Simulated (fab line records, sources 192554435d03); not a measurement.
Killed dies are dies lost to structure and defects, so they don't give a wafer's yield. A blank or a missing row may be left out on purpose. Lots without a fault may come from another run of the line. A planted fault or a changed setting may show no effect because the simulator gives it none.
fab line records | flow n5_finfet
record lots=24 wafers=72 last_day=17
route steps=1938 shown BEOL_M12@1653 BEOL_M13@1672
lots that met no fault: from a run of the same line without faults
start_h: hours from the record's first day to the start of the lot's first wafer shown | wait_h: hours since the lot's step before | " the same as in the row above | L1.1+2: a row that stands for several wafers | - no value, or no start given | * or withheld: withheld | < > ~ a bound
route shown NAME@n: a module of which the file shows steps, and the number in the route of the first | usual: mean/standard deviation of fault-free wafers | same: alike in all rows | chamber/n: place in a boat | sites: the reading at each site | _std_site: their standard deviation | _edge_site: outer sites' mean less inner sites' | radius_mm: how far each site lies from the wafer's centre | mask NAME#n: copy n | behind: the tool/chamber that last shaped the wafer | hold: why the lot was held/for how many hours/how that ended | device: the transistor (n, p or np) that didn't switch | end of line: the same wafers' tests at the end of the route | a step without rows: its recipe alone | killed: dies lost to structure and defects at the first sort, not the wafer's yield | map: a wafer's dies, x killed, . not, _ none there
set.NAME: the setting as run; set.NAME@STEP: as run at that earlier step | model.NAME: the simulator's own value behind a step, which no gauge read
steps of the route over a sample of lots; a table a step, a row a wafer
services: from which hour (start_h, from the record's first day; less than 0 if before it) a tool's chamber was out of use, for how many hours, and why
## steps
# step N5_BEOL_M12_CMP_49
# recipe stop_on=SiOC t_overpolish_s=20.6 down_force_psi=1 platen_rpm=50 clearing_platen_down_force_psi=1.5 clearing_platen_rpm=50 post_cmp_clean=cu_alkaline target_thk_nm=320 clearing_platen_pad_velocity_m_s=0.99484 pad_velocity_m_s=0.99484
# usual barrier_field_endpoint_s=30.4/0.72 motor_current_A=6.1/0.49 overpolish_run_s=20.600/0.0088
# columns lot.wafer tool chamber start_h wait_h barrier_field_endpoint_s motor_current_A overpolish_run_s
L074.2 cmp-01 0 241.84 0.2 30.0 5.4 20.600
L074.4 " 2 " " 30.5 6.9 20.590
L074.1 " 3 " " 29.6 5.7 20.600
L075.1 cmp-03 3 245.26 0.3 30.9 6.5 20.602
L075.3 " 1 " " 29.9 6.0 20.597
L075.4 " 2 " " 30.1 6.5 20.602
L076.2 cmp-04 1 261.90 0.3 30.0 6.5 20.598
L076.3 " 2 " " 29.4 6.3 20.600
L076.5 " 3 " " 30.2 6.3 20.603
L080.4 cmp-01 1 266.63 0.2 31.4 6.0 20.591
L080.3 " 3 " " 31.3 5.7 20.610
L080.5 " 1 " " 31.0 6.2 20.580
L079.1 cmp-01 3 268.42 0.3 30.7 5.5 20.592
L079.3 " 0 " " 30.8 5.5 20.592
L079.4 " 2 " " 32.5 7.0 20.610
L077.2 cmp-03 1 277.46 0.3 30.0 6.4 20.594
L077.5 " 2 " " 30.4 6.5 20.622
L077.6 " 3 " " 30.4 6.7 20.602
L081.1 cmp-01 3 279.49 0.3 30.2 6.0 20.580
L081.6 " 1 " " 31.0 6.3 20.603
L081.5 " 2 " " 31.4 7.0 20.609
L078.1 cmp-04 0 279.72 0.3 29.9 5.3 20.603
L078.5 " 3 " " 30.8 6.3 20.615
L078.6 " 0 " " 30.1 5.5 20.586
L082.4 cmp-01 2 281.15 0.1 30.4 7.0 20.601
L082.3 " 3 " " 29.1 5.7 20.605
L082.6 " 3 " " 30.3 5.8 20.586
L083.2 cmp-04 2 292.68 0.3 31.4 6.4 20.613
L083.4 " 3 " " 31.3 6.2 20.599
L083.5 " 1 " " 31.5 6.5 20.599
L084.2 cmp-01 3 301.34 0.2 29.2 5.4 20.588
L084.6 " 2 " " 30.2 6.4 20.616
L084.5 " 3 " " 29.0 5.4 20.602
L085.3 cmp-04 2 313.77 0.2 30.3 6.5 20.603
L085.4 " 3 " " 29.5 6.0 20.587
L085.2 " 1 " " 29.5 6.5 20.600
L087.4 cmp-03 1 316.89 0.2 30.4 6.0 20.601
L087.6 " 2 " " 29.7 6.6 20.600
L087.5 " 3 " " 30.3 6.4 20.604
L089.3 cmp-01 3 325.50 0.2 30.0 5.9 20.597
L089.1 " 1 " " 29.9 6.0 20.610
L089.4 " 2 " " 31.0 6.9 20.590
L086.3 cmp-04 0 325.79 0.2 28.9 5.5 20.595
L086.4 " 2 " " 30.9 6.7 20.596
L086.1 " 3 " " 30.3 5.9 20.598
L091.3 cmp-01 2 328.72 0.2 32.1 6.7 20.604
L091.2 " 0 " " 30.9 5.6 20.607
L091.5 " 2 " " 31.6 7.5 20.591
L090.4 cmp-04 3 329.60 0.2 29.4 6.6 20.602
L090.1 " 1 " " 31.4 6.4 20.607
L090.6 " 2 " " 30.2 7.0 20.593
L088.3 cmp-01 1 333.11 0.2 30.5 5.9 20.607
L088.6 " 1 " " 29.7 6.3 20.595
L088.5 " 2 " " 31.1 6.8 20.591
L093.4 cmp-01 0 339.23 0.2 30.3 5.5 20.593
L093.3 " 2 " " 31.2 6.7 20.590
L093.5 " 0 " " 30.5 5.4 20.593
L094.1 cmp-03 0 359.14 0.4 29.6 5.8 20.602
L094.4 " 1 " " 29.5 6.3 20.600
L094.6 " 3 " " 30.2 6.2 20.597
L092.4 cmp-03 0 360.59 0.3 30.9 5.6 20.605
L092.6 " 1 " " 30.3 6.5 20.605
L092.5 " 2 " " 31.5 6.5 20.603
L096.3 cmp-01 3 379.64 0.2 29.9 5.8 20.620
L096.1 " 0 " " 29.9 5.6 20.604
L096.5 " 2 " " 30.9 6.3 20.585
L097.3 cmp-03 2 384.81 0.2 29.9 6.7 20.603
L097.4 " 1 " " 30.3 6.4 20.594
L097.6 " 3 " " 30.8 6.5 20.604
L095.1 cmp-01 3 385.16 0.3 29.8 5.8 20.599
L095.3 " 0 " " 31.2 5.3 20.606
L095.4 " 1 " " 30.8 6.3 20.610
# step N5_BEOL_M13_DESCUM_15
# recipe chemistry=O2 time_s=7.9 source_power_w=50 bias_power_w=20 pressure_mtorr=20 rf_frequency_hz=2.712e+07 temp_c=40 o2_flow_sccm=225
# usual drypump_motor_current_A=5.6/0.49 o2_flow_sccm=225.0/0.68 oes_product_au=0.74/0.055 rf_vpp_V=243.2/1.5 showerhead_plenum_p_Torr=2.10/0.089 throttle_valve_pct=20.54/0.23
# columns lot.wafer tool chamber start_h wait_h drypump_motor_current_A o2_flow_sccm oes_product_au rf_hours_counter_h rf_vpp_V showerhead_plenum_p_Torr throttle_valve_pct
L074.1 rie_diel-02 1 242.86 0.0 4.9 225.4 0.69 220 242.0 1.98 20.10
L074.2 " 0 " " 5.3 225.1 0.71 187 243.6 2.07 20.60
L074.4 " 2 " " 6.1 223.6 0.78 128 240.9 1.93 20.82
L075.1 rie_diel-03 1 246.51 0.3 5.2 226.0 0.72 174 241.8 2.09 20.74
L075.3 " 2 " " 6.5 225.4 0.73 176 244.0 2.16 20.22
L075.4 " 0 " " 5.3 225.4 0.72 195 243.9 2.07 20.68
L076.2 rie_diel-02 2 262.92 0.0 6.1 225.0 0.76 136 240.1 1.93 20.82
L076.3 " 1 " " 4.9 223.9 0.68 227 240.5 1.98 20.11
L076.5 " 3 " " 5.6 225.6 0.83 - 243.9 2.19 20.30
L080.3 rie_diel-02 2 267.74 0.0 6.0 224.2 0.76 138 240.3 1.93 20.82
L080.4 " 0 " " 5.3 224.6 0.71 196 241.5 2.06 20.61
L080.5 " 3 " " 5.6 224.9 0.83 - 243.6 2.19 20.30
L079.1 rie_diel-03 2 269.57 0.0 6.4 225.1 0.72 182 244.4 2.16 20.23
L079.3 " 0 " " 5.3 226.3 0.71 202 243.4 2.07 20.69
L079.4 " 1 " " 5.2 224.8 0.71 181 242.1 2.08 20.75
L077.2 rie_diel-02 2 278.37 0.0 6.1 224.6 0.75 141 240.4 1.93 20.82
L077.5 " 1 " " 4.9 225.6 0.67 - 240.3 1.97 20.12
L077.6 " 0 " " 5.3 224.9 0.71 - 242.3 2.06 20.63
L081.1 rie_diel-03 2 280.51 0.0 6.5 224.5 0.72 185 244.1 2.15 20.21
L081.5 " 1 " " 5.2 224.2 0.72 - 241.8 2.08 20.76
L081.6 " 2 " " 6.5 225.1 0.72 - 243.9 2.15 20.22
L078.1 rie_diel-02 2 280.88 0.0 6.1 224.1 0.76 142 241.2 1.93 20.82
L078.5 " 0 " " 5.3 226.7 0.71 - 243.9 2.06 20.62
L078.6 " 3 " " 5.7 224.0 0.82 - 244.3 2.19 20.30
L082.3 rie_diel-01 3 282.26 0.1 5.2 225.1 0.73 185 242.7 2.07 20.65
L082.4 " 2 " " 4.8 224.5 0.87 47 245.5 2.21 20.35
L082.6 " 2 " " 4.8 224.0 0.87 - 243.5 2.21 20.35
L083.2 rie_diel-02 2 293.79 0.0 6.1 225.2 0.75 144 241.4 1.93 20.83
L083.4 " 0 " " 5.3 224.1 0.71 204 243.7 2.06 20.63
L083.5 " 0 " " 5.3 224.3 0.71 - 242.7 2.06 20.62
L084.2 rie_diel-01 0 302.52 0.0 6.1 224.8 0.69 223 244.2 2.16 20.62
L084.5 " 2 " " 4.8 226.5 0.88 - 245.8 2.21 20.36
L084.6 " 1 " " 5.8 225.6 0.82 - 245.8 2.22 20.71
L085.2 rie_diel-03 3 314.79 0.0 5.8 225.5 0.73 148 245.6 2.18 20.55
L085.3 " 0 " " 5.3 225.5 0.71 215 242.3 2.07 20.72
L085.4 " 1 " " 5.2 224.6 0.71 194 242.8 2.08 20.77
L087.4 rie_diel-02 2 317.94 0.0 6.1 223.9 0.75 153 241.3 1.92 20.85
L087.5 " 2 " " 6.1 224.4 0.74 - 240.3 1.92 20.85
L087.6 " 3 " " 5.6 225.2 0.80 - 244.5 2.18 20.33
L089.1 rie_diel-02 3 327.13 0.5 5.6 225.9 0.80 100 245.7 2.18 20.34
L089.3 " 1 " " 4.9 225.4 0.68 248 241.8 1.97 20.14
L089.4 " 2 " " 6.1 224.4 0.75 155 241.5 1.92 20.87
L086.1 rie_diel-01 0 327.39 0.4 6.1 225.1 0.67 231 244.0 2.16 20.63
L086.3 " 3 " " 5.2 223.6 0.73 199 244.1 2.07 20.69
L086.4 " 1 " " 5.8 225.2 0.81 81 245.0 2.21 20.73
L091.2 rie_diel-02 2 329.71 0.0 6.1 223.8 0.75 156 238.7 1.92 20.85
L091.3 " 1 " " 4.9 225.2 0.67 248 242.1 1.97 20.15
L091.5 " 0 " " 5.3 224.7 0.70 - 242.4 2.06 20.65
L090.1 rie_diel-01 1 330.77 0.0 5.8 224.9 0.81 82 243.8 2.21 20.73
L090.4 " 1 " " 5.8 224.7 0.80 - 244.7 2.21 20.72
L090.6 " 2 " " 4.8 223.9 0.85 - 244.8 2.20 20.37
L088.3 rie_diel-03 0 334.14 0.0 5.3 225.7 0.70 222 242.3 2.06 20.72
L088.5 " 0 " " 5.3 225.1 0.70 - 242.8 2.07 20.72
L088.6 " 1 " " 5.2 224.5 0.70 - 242.9 2.08 20.78
L093.3 rie_diel-02 3 340.34 0.0 5.6 225.1 0.80 105 245.3 2.18 20.33
L093.4 " 3 " " 5.6 225.0 0.79 - 245.0 2.18 20.34
L093.5 " 2 " " 6.1 225.4 0.73 - 240.9 1.92 20.86
L094.1 rie_diel-03 3 360.09 0.0 5.8 225.3 0.72 161 244.2 2.17 20.56
L094.4 " 2 " " 6.4 225.2 0.70 215 243.7 2.14 20.29
L094.6 " 0 " " 5.3 225.6 0.69 - 242.3 2.06 20.74
L092.4 rie_diel-03 0 361.72 0.1 5.3 226.0 0.70 236 243.1 2.06 20.74
L092.5 " 1 " " 5.2 226.3 0.69 - 243.1 2.08 20.80
L092.6 " 2 " " 6.5 225.7 0.70 - 244.9 2.14 20.27
L096.1 rie_diel-03 0 380.71 0.0 5.3 224.0 0.69 241 241.0 2.06 20.75
L096.3 " 1 " " 5.2 225.5 0.70 210 242.4 2.07 20.80
L096.5 " 2 " " 6.4 224.7 0.70 - 244.1 2.14 20.26
L097.3 rie_diel-01 1 385.83 0.0 5.8 225.5 0.79 94 243.3 2.21 20.74
L097.4 " 0 " " 6.2 225.0 0.67 244 243.5 2.15 20.66
L097.6 " 2 " " 4.8 224.0 0.84 - 244.6 2.20 20.39
L095.1 rie_diel-03 1 386.35 0.1 5.2 225.3 0.70 212 242.5 2.07 20.80
L095.3 " 2 " " 6.4 225.6 0.70 222 243.5 2.14 20.27
L095.4 " 0 " " 5.3 224.7 0.70 241 241.0 2.06 20.74
# step N5_BEOL_M13_ETCH_59
# recipe chemistry=N2/H2 target=BARC target_depth_a=890 overetch_a=267 time_s=67.9 ion_energy_ev=200 pressure_mtorr=30 source_w=840 bias_w=150 n2_flow_sccm=200 h2_flow_sccm=200
# usual drypump_motor_current_A=5.6/0.49 oes_product_au=0.64/0.044 rf_vpp_V=524/3.2 showerhead_plenum_p_Torr=2.56/0.11 throttle_valve_pct=18.02/0.23
# columns lot.wafer tool chamber start_h wait_h drypump_motor_current_A oes_product_au rf_hours_counter_h rf_vpp_V showerhead_plenum_p_Torr throttle_valve_pct
L074.1 rie_diel-02 1 242.90 0.0 4.9 0.60 220 518 2.40 17.54
L074.2 " 0 " " 5.3 0.63 187 525 2.55 18.29
L074.4 " 2 " " 6.1 0.65 128 519 2.33 18.12
L075.1 rie_diel-03 1 246.55 0.0 5.2 0.62 174 524 2.52 18.16
L075.3 " 2 " " 6.4 0.62 176 527 2.65 17.80
L075.4 " 0 " " 5.3 0.62 195 525 2.51 18.07
L076.2 rie_diel-02 2 262.95 0.0 6.1 0.64 136 517 2.33 18.14
L076.3 " 1 " " 4.9 0.60 227 521 2.40 17.58
L076.5 " 3 " " 5.6 0.71 - 527 2.66 17.72
L080.3 rie_diel-02 2 267.77 0.0 6.0 0.65 138 518 2.33 18.15
L080.4 " 0 " " 5.3 0.62 196 524 2.54 18.31
L080.5 " 3 " " 5.6 0.71 - 529 2.66 17.73
L079.1 rie_diel-03 2 269.61 0.0 6.5 0.62 182 526 2.64 17.81
L079.3 " 0 " " 5.3 0.62 202 525 2.51 18.08
L079.4 " 1 " " 5.2 0.61 181 524 2.52 18.18
L077.2 rie_diel-02 2 278.41 0.0 6.1 0.64 141 518 2.33 18.15
L077.5 " 1 " " 4.9 0.60 - 520 2.40 17.59
L077.6 " 0 " " 5.3 0.61 - 524 2.54 18.32
L081.1 rie_diel-03 2 280.54 0.0 6.5 0.62 185 527 2.64 17.82
L081.5 " 1 " " 5.2 0.61 - 523 2.52 18.18
L081.6 " 2 " " 6.4 0.62 - 527 2.64 17.81
L078.1 rie_diel-02 2 280.91 0.0 6.1 0.65 142 518 2.33 18.16
L078.5 " 0 " " 5.3 0.61 - 521 2.54 18.32
L078.6 " 3 " " 5.6 0.71 - 527 2.66 17.72
L082.3 rie_diel-01 3 282.29 0.0 5.2 0.62 185 523 2.52 18.12
L082.4 " 2 " " 4.8 0.74 47 527 2.70 17.84
L082.6 " 2 " " 4.8 0.75 - 527 2.70 17.83
L083.2 rie_diel-02 2 293.83 0.0 6.1 0.64 144 518 2.33 18.16
L083.4 " 0 " " 5.3 0.61 204 523 2.54 18.33
L083.5 " 0 " " 5.3 0.60 - 523 2.54 18.33
L084.2 rie_diel-01 0 302.56 0.0 6.1 0.59 223 527 2.63 18.15
L084.5 " 2 " " 4.8 0.73 - 528 2.69 17.82
L084.6 " 1 " " 5.8 0.70 - 529 2.70 18.21
L085.2 rie_diel-03 3 314.83 0.0 5.8 0.63 148 529 2.66 18.04
L085.3 " 0 " " 5.3 0.61 215 524 2.50 18.12
L085.4 " 1 " " 5.2 0.60 194 523 2.52 18.20
L087.4 rie_diel-02 2 317.97 0.0 6.1 0.63 153 518 2.32 18.15
L087.5 " 2 " " 6.1 0.63 - 518 2.32 18.17
L087.6 " 3 " " 5.6 0.69 - 529 2.66 17.74
L089.1 rie_diel-02 3 327.17 0.0 5.6 0.69 100 527 2.65 17.78
L089.3 " 1 " " 4.9 0.59 248 521 2.39 17.62
L089.4 " 2 " " 6.1 0.64 155 518 2.32 18.17
L086.1 rie_diel-01 0 327.43 0.0 6.2 0.59 231 527 2.63 18.17
L086.3 " 3 " " 5.2 0.62 199 524 2.52 18.16
L086.4 " 1 " " 5.8 0.69 81 528 2.69 18.24
L091.2 rie_diel-02 2 329.75 0.0 6.1 0.63 156 518 2.32 18.17
L091.3 " 1 " " 4.9 0.59 248 521 2.39 17.61
L091.5 " 0 " " 5.3 0.60 - 524 2.53 18.37
L090.1 rie_diel-01 1 330.80 0.0 5.9 0.69 82 528 2.69 18.22
L090.4 " 1 " " 5.8 0.69 - 528 2.69 18.24
L090.6 " 2 " " 4.8 0.72 - 528 2.69 17.85
L088.3 rie_diel-03 0 334.17 0.0 5.3 0.60 222 523 2.50 18.13
L088.5 " 0 " " 5.3 0.61 - 523 2.50 18.12
L088.6 " 1 " " 5.2 0.60 - 523 2.51 18.22
L093.3 rie_diel-02 3 340.38 0.0 5.6 0.68 105 527 2.65 17.77
L093.4 " 3 " " 5.6 0.69 - 528 2.65 17.76
L093.5 " 2 " " 6.1 0.63 - 518 2.32 18.19
L094.1 rie_diel-03 3 360.13 0.0 5.9 0.63 161 527 2.65 18.09
L094.4 " 2 " " 6.4 0.61 215 526 2.63 17.88
L094.6 " 0 " " 5.3 0.60 - 522 2.50 18.14
L092.4 rie_diel-03 0 361.76 0.0 5.3 0.60 236 524 2.50 18.15
L092.5 " 1 " " 5.2 0.60 - 522 2.51 18.21
L092.6 " 2 " " 6.5 0.60 - 527 2.63 17.87
L096.1 rie_diel-03 0 380.75 0.0 5.3 0.60 241 523 2.49 18.15
L096.3 " 1 " " 5.2 0.60 210 524 2.51 18.23
L096.5 " 2 " " 6.4 0.60 - 525 2.63 17.90
L097.3 rie_diel-01 1 385.87 0.0 5.8 0.68 94 528 2.69 18.25
L097.4 " 0 " " 6.2 0.59 244 525 2.62 18.18
L097.6 " 2 " " 4.8 0.71 - 529 2.68 17.86
L095.1 rie_diel-03 1 386.38 0.0 5.2 0.59 212 523 2.51 18.24
L095.3 " 2 " " 6.4 0.60 222 525 2.63 17.89
L095.4 " 0 " " 5.3 0.59 241 523 2.49 18.15
# step N5_BEOL_M13_CD_MEAS_17
# recipe target_cd_nm=190 polarity=opening
# usual cd_nm=191.2/1.9
# columns lot.wafer tool chamber start_h wait_h cd_nm
L074.1 cd_sem-02 - 243.39 0.0 189.7
L074.2 " - " " 191.9
L074.4 " - " " 191.4
L075.1 cd_sem-03 - 247.40 0.0 192.7
L075.3 " - " " 192.1
L075.4 " - " " 193.4
L076.2 cd_sem-01 - 263.45 0.0 194.8
L076.3 " - " " 190.5
L076.5 " - " " 192.5
L080.3 cd_sem-03 - 268.27 0.0 191.4
L080.4 " - " " 191.4
L080.5 " - " " 190.4
L079.1 cd_sem-02 - 270.10 0.0 191.4
L079.3 " - " " 192.5
L079.4 " - " " 191.5
L077.2 cd_sem-01 - 278.90 0.0 192.6
L077.5 " - " " 192.2
L077.6 " - " " 192.4
L081.1 cd_sem-01 - 281.04 0.0 194.4
L081.5 " - " " 195.4
L081.6 " - " " 192.5
L078.1 cd_sem-02 - 281.41 0.0 194.5
L078.5 " - " " 193.3
L078.6 " - " " 191.8
L082.3 cd_sem-01 - 282.79 0.0 192.9
L082.4 " - " " 193.4
L082.6 " - " " 192.4
L083.2 cd_sem-02 - 294.67 0.0 195.5
L083.4 " - " " 193.3
L083.5 " - " " 192.6
L084.2 cd_sem-02 - 303.05 0.0 191.1
L084.5 " - " " 192.4
L084.6 " - " " 190.9
L085.2 cd_sem-01 - 315.32 0.0 187.6
L085.3 " - " " 188.8
L085.4 " - " " 187.7
L087.4 cd_sem-02 - 318.47 0.0 193.5
L087.5 " - " " 191.7
L087.6 " - " " 192.6
L089.1 cd_sem-01 - 327.67 0.0 189.6
L089.3 " - " " 189.4
L089.4 " - " " 189.3
L086.1 cd_sem-03 - 327.93 0.0 190.8
L086.3 " - " " 190.6
L086.4 " - " " 192.7
L091.2 cd_sem-02 - 330.25 0.0 190.3
L091.3 " - " " 190.5
L091.5 " - " " 191.4
L090.1 cd_sem-03 - 331.30 0.0 189.7
L090.4 " - " " 190.8
L090.6 " - " " 192.3
L088.3 cd_sem-02 - 334.68 0.0 189.6
L088.5 " - " " 191.5
L088.6 " - " " 188.9
L093.3 cd_sem-02 - 340.89 0.0 190.5
L093.4 " - " " 188.8
L093.5 " - " " 191.4
L094.1 cd_sem-01 - 360.62 0.0 190.1
L094.4 " - " " 189.7
L094.6 " - " " 192.1
L092.4 cd_sem-03 - 362.26 0.0 191.2
L092.5 " - " " 190.7
L092.6 " - " " 192.5
L096.1 cd_sem-01 - 381.24 0.0 186.5
L096.3 " - " " 187.5
L096.5 " - " " 186.9
L097.3 cd_sem-03 - 386.37 0.0 190.3
L097.4 " - " " 188.9
L097.6 " - " " 188.9
L095.1 cd_sem-02 - 386.88 0.0 191.2
L095.3 " - " " 190.5
L095.4 " - " " 190.6
# step N5_BEOL_M13_INSPECT_30
# recipe mode=adi inspect_instrument=macro
# usual raw_defect_count=2.2/1.4
# columns lot.wafer tool chamber start_h wait_h raw_defect_count
L074.1 defect_inspect-02 - 243.90 0.0 1
L074.2 " - " " 4
L074.4 " - " " 2
L075.1 defect_inspect-01 - 247.78 0.0 1
L075.3 " - " " 0
L075.4 " - " " 2
L076.2 defect_inspect-01 - 263.83 0.0 5
L076.3 " - " " 1
L076.5 " - " " 0
L080.3 defect_inspect-01 - 268.65 0.0 0
L080.4 " - " " 1
L080.5 " - " " 2
L079.1 defect_inspect-02 - 270.61 0.0 2
L079.3 " - " " 2
L079.4 " - " " 5
L077.2 defect_inspect-02 - 279.41 0.0 4
L077.5 " - " " 1
L077.6 " - " " 2
L081.1 defect_inspect-02 - 281.54 0.0 2
L081.5 " - " " 2
L081.6 " - " " 2
L078.1 defect_inspect-01 - 281.79 0.0 1
L078.5 " - " " 2
L078.6 " - " " 3
L082.3 defect_inspect-01 - 283.30 0.0 0
L082.4 " - " " 3
L082.6 " - " " 2
L083.2 defect_inspect-01 - 295.05 0.0 0
L083.4 " - " " 1
L083.5 " - " " 1
L084.2 defect_inspect-01 - 303.43 0.0 1
L084.5 " - " " 3
L084.6 " - " " 3
L085.2 defect_inspect-02 - 315.83 0.0 4
L085.3 " - " " 2
L085.4 " - " " 0
L087.4 defect_inspect-01 - 318.85 0.0 2
L087.5 " - " " 3
L087.6 " - " " 1
L089.1 defect_inspect-01 - 328.17 0.0 4
L089.3 " - " " 1
L089.4 " - " " 5
L086.1 defect_inspect-01 - 328.31 0.0 4
L086.3 " - " " 1
L086.4 " - " " 2
L091.2 defect_inspect-02 - 330.75 0.0 2
L091.3 " - " " 2
L091.5 " - " " 3
L090.1 defect_inspect-02 - 331.69 0.0 4
L090.4 " - " " 3
L090.6 " - " " 1
L088.3 defect_inspect-02 - 335.18 0.0 1
L088.5 " - " " 2
L088.6 " - " " 2
L093.3 defect_inspect-02 - 341.26 0.0 3
L093.4 " - " " 3
L093.5 " - " " 2
L094.1 defect_inspect-01 - 361.13 0.0 1
L094.4 " - " " 2
L094.6 " - " " 1
L092.4 defect_inspect-01 - 362.64 0.0 3
L092.5 " - " " 1
L092.6 " - " " 2
L096.1 defect_inspect-02 - 381.62 0.0 4
L096.3 " - " " 0
L096.5 " - " " 2
L097.3 defect_inspect-01 - 386.75 0.0 4
L097.4 " - " " 1
L097.6 " - " " 2
L095.1 defect_inspect-02 - 387.38 0.0 3
L095.3 " - " " 3
L095.4 " - " " 3
# step N5_BEOL_M13_ETCH_68
# recipe chemistry=N2/H2 target=SOC mask_material=SiARC source_w=3000 bias_w=350 temp_c=40 time_s=355 ion_energy_ev=200 pressure_mtorr=30 n2_flow_sccm=200 h2_flow_sccm=200
# usual drypump_motor_current_A=5.6/0.5 oes_product_au=0.74/0.062 rf_vpp_V=524/3.2 showerhead_plenum_p_Torr=2.55/0.12 throttle_valve_pct=17.91/0.24
# columns lot.wafer tool chamber start_h wait_h drypump_motor_current_A oes_product_au rf_hours_counter_h rf_vpp_V showerhead_plenum_p_Torr throttle_valve_pct
L074.1 rie_diel-02 0 244.12 0.1 5.3 0.72 188 524 2.54 18.19
L074.2 " 2 " " 6.1 0.77 129 519 2.33 18.02
L074.4 " 3 " " 5.6 0.83 73 527 2.67 17.60
L075.1 rie_diel-01 3 248.23 0.1 5.2 0.74 177 524 2.53 18.00
L075.3 " 1 " " 5.8 0.83 58 527 2.70 18.07
L075.4 " 2 " " 4.8 0.90 38 527 2.70 17.69
L076.2 rie_diel-03 2 264.45 0.1 6.4 0.73 181 526 2.65 17.70
L076.3 " 0 " " 5.3 0.73 201 523 2.51 17.99
L076.5 " 0 " " 5.3 0.72 - 522 2.51 17.99
L080.3 rie_diel-02 2 268.86 0.1 6.1 0.76 138 517 2.33 18.03
L080.4 " 3 " " 5.7 0.82 81 527 2.66 17.61
L080.5 " 2 " " 6.1 0.76 - 519 2.33 18.04
L079.1 rie_diel-02 1 270.82 0.1 4.9 0.69 230 520 2.40 17.48
L079.3 " 2 " " 6.1 0.76 139 518 2.33 18.03
L079.4 " 0 " " 5.3 0.70 197 524 2.54 18.21
L077.2 rie_diel-02 0 279.62 0.1 5.3 0.71 199 523 2.54 18.20
L077.5 " 2 " " 6.1 0.75 - 517 2.33 18.04
L077.6 " 3 " " 5.6 0.83 - 528 2.66 17.63
L081.1 rie_diel-02 0 281.76 0.1 5.3 0.71 200 524 2.54 18.21
L081.5 " 1 " " 4.9 0.69 - 520 2.39 17.49
L081.6 " 0 " " 5.3 0.71 - 523 2.54 18.21
L078.1 rie_diel-03 2 282.00 0.1 6.5 0.73 186 528 2.64 17.72
L078.5 " 2 " " 6.5 0.72 - 528 2.64 17.70
L078.6 " 1 " " 5.2 0.71 - 523 2.52 18.08
L082.3 rie_diel-03 2 283.51 0.1 6.4 0.74 186 526 2.64 17.71
L082.4 " 1 " " 5.2 0.72 185 522 2.52 18.09
L082.6 " 2 " " 6.5 0.73 - 525 2.64 17.70
L083.2 rie_diel-02 1 295.27 0.1 4.9 0.68 238 520 2.39 17.49
L083.4 " 3 " " 5.6 0.82 90 529 2.66 17.62
L083.5 " 3 " " 5.6 0.82 - 528 2.66 17.64
L084.2 rie_diel-02 0 303.66 0.1 5.3 0.70 208 524 2.54 18.24
L084.5 " 2 " " 6.1 0.76 - 518 2.32 18.05
L084.6 " 3 " " 5.6 0.81 - 526 2.66 17.64
L085.2 rie_diel-01 1 316.60 0.1 5.8 0.81 78 527 2.69 18.12
L085.3 " 3 " " 5.2 0.73 196 524 2.52 18.06
L085.4 " 0 " " 6.1 0.69 228 526 2.63 18.04
L087.4 rie_diel-01 3 319.06 0.1 5.2 0.73 197 523 2.52 18.05
L087.5 " 3 " " 5.2 0.73 - 522 2.52 18.03
L087.6 " 2 " " 4.8 0.86 - 527 2.69 17.72
L089.1 rie_diel-03 1 328.39 0.1 5.2 0.71 198 522 2.51 18.12
L089.3 " 2 " " 6.4 0.71 200 527 2.64 17.73
L089.4 " 1 " " 5.2 0.70 - 523 2.51 18.10
L086.1 rie_diel-02 3 328.53 0.1 5.6 0.80 100 526 2.65 17.66
L086.3 " 2 " " 6.1 0.74 156 518 2.32 18.07
L086.4 " 0 " " 5.3 0.70 215 523 2.53 18.25
L091.2 rie_diel-03 2 331.06 0.1 6.4 0.71 201 525 2.64 17.75
L091.3 " 1 " " 5.2 0.70 199 523 2.51 18.11
L091.5 " 2 " " 6.4 0.71 - 526 2.64 17.74
L090.1 rie_diel-01 1 332.11 0.1 5.8 0.80 83 527 2.69 18.11
L090.4 " 0 " " 6.2 0.68 - 526 2.62 18.05
L090.6 " 1 " " 5.8 0.80 - 529 2.69 18.10
L088.3 rie_diel-03 0 335.42 0.1 5.3 0.70 223 524 2.50 18.02
L088.5 " 0 " " 5.3 0.70 - 523 2.50 18.02
L088.6 " 2 " " 6.4 0.71 - 526 2.64 17.75
L093.3 rie_diel-03 2 341.48 0.1 6.4 0.70 206 527 2.63 17.75
L093.4 " 2 " " 6.4 0.71 - 526 2.63 17.74
L093.5 " 3 " " 5.8 0.73 - 527 2.65 17.94
L094.1 rie_diel-02 2 361.83 0.1 6.1 0.73 171 518 2.32 18.08
L094.4 " 0 " " 5.3 0.68 - 524 2.53 18.28
L094.6 " 2 " " 6.1 0.72 - 518 2.32 18.10
L092.4 rie_diel-02 0 362.85 0.1 5.3 0.68 231 524 2.53 18.28
L092.5 " 1 " " 4.9 1.03 - 529 2.71 17.12
L092.6 " 0 " " 5.3 0.69 - 524 2.53 18.28
L096.1 rie_diel-01 0 381.84 0.1 6.2 0.67 243 526 2.62 18.07
L096.3 " 3 " " 5.2 0.72 209 525 2.51 18.06
L096.5 " 0 " " 6.2 0.68 - 526 2.62 18.07
L097.3 rie_diel-03 2 386.97 0.1 6.4 0.70 222 526 2.63 17.77
L097.4 " 1 " " 5.2 0.70 213 522 2.51 18.15
L097.6 " 0 " " 5.3 0.70 - 522 2.49 18.06
L095.1 rie_diel-03 3 387.60 0.1 5.9 0.72 169 527 2.65 17.96
L095.3 " 1 " " 5.2 0.70 213 523 2.51 18.14
L095.4 " 2 " " 6.5 0.70 222 525 2.63 17.78
## services
# columns tool chamber start_h hours kind
rie_diel-01 - 250.99 1.8 repair
cmp-04 - 278.18 1.3 repair
rie_diel-02 2 286.38 3.2 repair
cmp-01 - 290.30 4.0 pm
cmp-01 - 294.30 - consumable_replace:conditioner
cmp-01 - 294.30 - consumable_replace:pad
cmp-04 - 306.26 4.0 pm
cmp-04 - 310.26 - consumable_replace:conditioner
cmp-04 - 310.26 - consumable_replace:pad
rie_diel-03 3 322.36 15.4 repair
rie_diel-02 1 334.87 - clean
rie_diel-02 1 334.87 - consumable_replace:focus_ring
rie_diel-02 1 334.87 - consumable_replace:showerhead
rie_diel-02 1 334.87 27.6 scheduled_down
rie_diel-02 1 334.87 27.6 vent_cycle
rie_diel-03 1 337.77 14.5 repair
cmp-03 - 338.32 1.5 repair
rie_diel-01 - 341.60 14.6 pm
cmp-04 - 343.66 1.1 repair
cmp-04 - 347.88 0.3 repair
cmp-04 - 358.43 2.4 repair
cmp-04 - 375.87 5.4 pm
cmp-03 - 379.91 4.0 pm
rie_diel-03 0 382.92 3.2 repair
## key
fault none
